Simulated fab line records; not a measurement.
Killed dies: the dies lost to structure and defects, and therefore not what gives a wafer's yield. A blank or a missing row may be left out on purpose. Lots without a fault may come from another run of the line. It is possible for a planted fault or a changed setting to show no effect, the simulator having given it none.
Chamber matching | flow n5_finfet | N5_BEOL_M2_ALD_84 on ald_metal-04 has 4 sister chambers
The step deposits TaN, pulse time 2 s, purge time 3 s, co reactant purge time 2 s. 4 wafers are shown with their chamber, then 10 later ones without.

## WAFERS WITH THEIR CHAMBER
wafer  | chamber | heater_power_w (W)
L085.3 | 1       | 399
L085.4 | 3       | 439
L090.2 | 2       | 363
L090.4 | 0       | 413

## WAFERS WHOSE CHAMBER IS MISSING
wafer  | heater_power_w (W)
L090.5 | 404
L092.1 | 419
L092.4 | 401
L092.6 | 407
L093.1 | 360
L093.3 | 425
L093.4 | 411
L097.1 | 406
L097.4 | 367
L097.5 | 364

## WHICH CHAMBER EACH ONE RAN IN
wafer  | from the rows above     | in truth
L090.5 | can't be placed: 1 or 0 | 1
L092.1 | 0                       | 0
L092.4 | can't be placed: 1 or 0 | 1
L092.6 | can't be placed: 0 or 1 | 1
L093.1 | 2                       | 2
L093.3 | can't be placed: 0 or 3 | 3
L093.4 | can't be placed: 0 or 1 | 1
L097.1 | can't be placed: 0 or 1 | 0
L097.4 | 2                       | 2
L097.5 | 2                       | 2
4 of 10 placed correctly. Not placeable from these rows: 6 (in 6, the candidates include the true chamber). Wrongly placed: 0.
How it was worked out, from the rows above alone: a wafer's distance from a chamber is the root of the sum, over the readings, of the square of ((its reading less the chamber's mean) divided by the reading's scatter). If the next closest chamber is less than 2 further off than the closest, the wafer can't be placed; otherwise it belongs to the closest. The mean given for a chamber averages the wafers shown for that chamber. The scatter: with one shown wafer a chamber, the root of the mean of the squares of how far each hidden wafer lies from its nearest shown one.
